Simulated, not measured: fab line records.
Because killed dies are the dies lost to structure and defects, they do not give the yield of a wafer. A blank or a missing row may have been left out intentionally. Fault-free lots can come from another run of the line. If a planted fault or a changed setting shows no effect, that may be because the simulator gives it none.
Split-lot trial || flow n5-finfet || 21 wafers read across 7 lots, on a route 1938 steps long

## ON THE SPLIT
At N5_MOL_CONTACT_COAG_ALD_133 (deposits SiO2, target thk 5 nm, pulse time 1 s, co reactant pulse time 1 s), the setting ald-cycles was moved away from the recipe's 35 on 8 of the 21 wafers read, by -14.3% to +14.3%. For the rest of the wafers, this setting stayed at what the recipe calls for.

Reading taken at the split's own step.

## THE READING
SiO2_of_MOL_CONTACT_COAG_ALD_133.thk-nm (the simulator's own value, which no gauge read), in nm, at N5_MOL_CONTACT_COAG_ALD_133 (deposits SiO2, target thk 5 nm, pulse time 1 s, co reactant pulse time 1 s). No usual value for it is given in the file.

{"wafer": "L076.1", "tool, chamber at the split": "ald-sin-02, 0,1", "ald-cycles as run": 30, "against the recipe": "-14.3%", "SiO2_of_MOL_CONTACT_COAG_ALD_133.thk-nm, nm": 4.2, "against lot-mates on the recipe": -0.8}
{"wafer": "L076.4", "tool, chamber at the split": "ald-sin-02, 0,1", "ald-cycles as run": 30, "against the recipe": "-14.3%", "SiO2_of_MOL_CONTACT_COAG_ALD_133.thk-nm, nm": 4.2, "against lot-mates on the recipe": -0.8}
{"wafer": "L076.3", "tool, chamber at the split": "ald-sin-02, 2", "ald-cycles as run": 35, "against the recipe": "recipe", "SiO2_of_MOL_CONTACT_COAG_ALD_133.thk-nm, nm": 5, "against lot-mates on the recipe": "-"}
{"wafer": "L075.1", "tool, chamber at the split": "ald-sin-03, 2,0", "ald-cycles as run": 38, "against the recipe": "+8.6%", "SiO2_of_MOL_CONTACT_COAG_ALD_133.thk-nm, nm": 5.4, "against lot-mates on the recipe": "+0.4"}
{"wafer": "L075.3", "tool, chamber at the split": "ald-sin-03, 2,0", "ald-cycles as run": 38, "against the recipe": "+8.6%", "SiO2_of_MOL_CONTACT_COAG_ALD_133.thk-nm, nm": 5.4, "against lot-mates on the recipe": "+0.4"}
{"wafer": "L075.5", "tool, chamber at the split": "ald-sin-03, 3", "ald-cycles as run": 35, "against the recipe": "recipe", "SiO2_of_MOL_CONTACT_COAG_ALD_133.thk-nm, nm": 5, "against lot-mates on the recipe": "-"}
{"wafer": "L077.2", "tool, chamber at the split": "ald-sin-04, 0,3,2", "ald-cycles as run": 35, "against the recipe": "recipe", "SiO2_of_MOL_CONTACT_COAG_ALD_133.thk-nm, nm": 5, "against lot-mates on the recipe": "-"}
{"wafer": "L077.3", "tool, chamber at the split": "ald-sin-04, 0,3,2", "ald-cycles as run": 35, "against the recipe": "recipe", "SiO2_of_MOL_CONTACT_COAG_ALD_133.thk-nm, nm": 5, "against lot-mates on the recipe": "-"}
{"wafer": "L077.6", "tool, chamber at the split": "ald-sin-04, 0,3,2", "ald-cycles as run": 35, "against the recipe": "recipe", "SiO2_of_MOL_CONTACT_COAG_ALD_133.thk-nm, nm": 5, "against lot-mates on the recipe": "-"}
{"wafer": "L079.4", "tool, chamber at the split": "ald-sin-04, 2", "ald-cycles as run": 40, "against the recipe": "+14.3%", "SiO2_of_MOL_CONTACT_COAG_ALD_133.thk-nm, nm": 5.8, "against lot-mates on the recipe": "+0.8"}
{"wafer": "L079.5", "tool, chamber at the split": "ald-sin-04, 0,3", "ald-cycles as run": 35, "against the recipe": "recipe", "SiO2_of_MOL_CONTACT_COAG_ALD_133.thk-nm, nm": 5, "against lot-mates on the recipe": "-"}
{"wafer": "L079.6", "tool, chamber at the split": "ald-sin-04, 0,3", "ald-cycles as run": 35, "against the recipe": "recipe", "SiO2_of_MOL_CONTACT_COAG_ALD_133.thk-nm, nm": 5, "against lot-mates on the recipe": "-"}
{"wafer": "L080.1", "tool, chamber at the split": "ald-sin-02, 3,2", "ald-cycles as run": 31, "against the recipe": "-11.4%", "SiO2_of_MOL_CONTACT_COAG_ALD_133.thk-nm, nm": 4.4, "against lot-mates on the recipe": -0.6}
{"wafer": "L080.4", "tool, chamber at the split": "ald-sin-02, 3,2", "ald-cycles as run": 31, "against the recipe": "-11.4%", "SiO2_of_MOL_CONTACT_COAG_ALD_133.thk-nm, nm": 4.4, "against lot-mates on the recipe": -0.6}
{"wafer": "L080.3", "tool, chamber at the split": "ald-sin-02, 0", "ald-cycles as run": 35, "against the recipe": "recipe", "SiO2_of_MOL_CONTACT_COAG_ALD_133.thk-nm, nm": 5, "against lot-mates on the recipe": "-"}
{"wafer": "L082.4", "tool, chamber at the split": "ald-sin-04, 2,3", "ald-cycles as run": 35, "against the recipe": "recipe", "SiO2_of_MOL_CONTACT_COAG_ALD_133.thk-nm, nm": 5, "against lot-mates on the recipe": "-"}
{"wafer": "L082.6", "tool, chamber at the split": "ald-sin-04, 2,3", "ald-cycles as run": 35, "against the recipe": "recipe", "SiO2_of_MOL_CONTACT_COAG_ALD_133.thk-nm, nm": 5, "against lot-mates on the recipe": "-"}
{"wafer": "L082.5", "tool, chamber at the split": "ald-sin-04, 2", "ald-cycles as run": 37, "against the recipe": "+5.7%", "SiO2_of_MOL_CONTACT_COAG_ALD_133.thk-nm, nm": 5.2, "against lot-mates on the recipe": "+0.2"}
{"wafer": "L088.2", "tool, chamber at the split": "ald-sin-04, 0,3,1", "ald-cycles as run": 35, "against the recipe": "recipe", "SiO2_of_MOL_CONTACT_COAG_ALD_133.thk-nm, nm": 5, "against lot-mates on the recipe": "-"}
{"wafer": "L088.4", "tool, chamber at the split": "ald-sin-04, 0,3,1", "ald-cycles as run": 35, "against the recipe": "recipe", "SiO2_of_MOL_CONTACT_COAG_ALD_133.thk-nm, nm": 5, "against lot-mates on the recipe": "-"}
{"wafer": "L088.5", "tool, chamber at the split": "ald-sin-04, 0,3,1", "ald-cycles as run": 35, "against the recipe": "recipe", "SiO2_of_MOL_CONTACT_COAG_ALD_133.thk-nm, nm": 5, "against lot-mates on the recipe": "-"}
Where a row lists several chambers, the file gives one row for several wafers and doesn't say which wafer went through which chamber.

FIT RESULTS
A straight line over all 21 wafers: SiO2_of_MOL_CONTACT_COAG_ALD_133.thk-nm changes by +0.053 nm for each +1% of ald-cycles; r = +1.00; the points scatter about the line by 0.032 nm.
The same after taking each lot's own level away (the mean of its wafers on the recipe; 21 wafers): +0.053 nm for each +1%; r = +1.00; scatter 0.032 nm.
According to that fit, moving ald-cycles by its largest amount changes the reading by 0.76 nm.
The lots' own levels span 5.00 to 5.00 nm.
Consequently the slope shifts little with the lot-to-lot level, the two slopes agreeing.
Check: -0.76 nm against its lot-mates is what the line predicts for one of the wafers moved furthest among these (-14.3%) when that wafer is left out of the fit. It came out at -0.8 nm against them.

## THESE WAFERS: OTHER SPLITS
Before the reading, these wafers also passed through other splits. Each is held against what the fit with the lots' levels taken away leaves over:
{"other split on the same wafers": "N5_STI_FIN_REVEAL_PRECLEAN_17 time-s", "wafers away from the commonest value": 7, "r with SiO2_of_MOL_CONTACT_COAG_ALD_133.thk-nm (lot level and that fit taken away)": -0.46}
{"other split on the same wafers": "N5_SD_EPI_N_COAT_33 spin-rpm", "wafers away from the commonest value": 8, "r with SiO2_of_MOL_CONTACT_COAG_ALD_133.thk-nm (lot level and that fit taken away)": -0.38}
{"other split on the same wafers": "N5_SD_EPI_N_PEB_07 peb-time-s", "wafers away from the commonest value": 8, "r with SiO2_of_MOL_CONTACT_COAG_ALD_133.thk-nm (lot level and that fit taken away)": "+0.05"}
{"other split on the same wafers": "N5_SDB_EXPOSE_08 dose-mj", "wafers away from the commonest value": 5, "r with SiO2_of_MOL_CONTACT_COAG_ALD_133.thk-nm (lot level and that fit taken away)": "+0.38"}
{"other split on the same wafers": "N5_HKMG_FIN_ETCH_54 source-w", "wafers away from the commonest value": 6, "r with SiO2_of_MOL_CONTACT_COAG_ALD_133.thk-nm (lot level and that fit taken away)": "+0.04"}
{"other split on the same wafers": "N5_HKMG_FIN_ETCH_58 source-w", "wafers away from the commonest value": 8, "r with SiO2_of_MOL_CONTACT_COAG_ALD_133.thk-nm (lot level and that fit taken away)": "+0.80"}
{"other split on the same wafers": "N5_MOL_CONTACT_COAG_ALD_131 ald-cycles", "wafers away from the commonest value": 5, "r with SiO2_of_MOL_CONTACT_COAG_ALD_133.thk-nm (lot level and that fit taken away)": "+0.08"}

## FILE'S OWN FIT
SiO2_of_MOL_CONTACT_COAG_ALD_133.thk-nm changes by +0.0532 nm for each +1% of ald-cycles, r = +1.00.
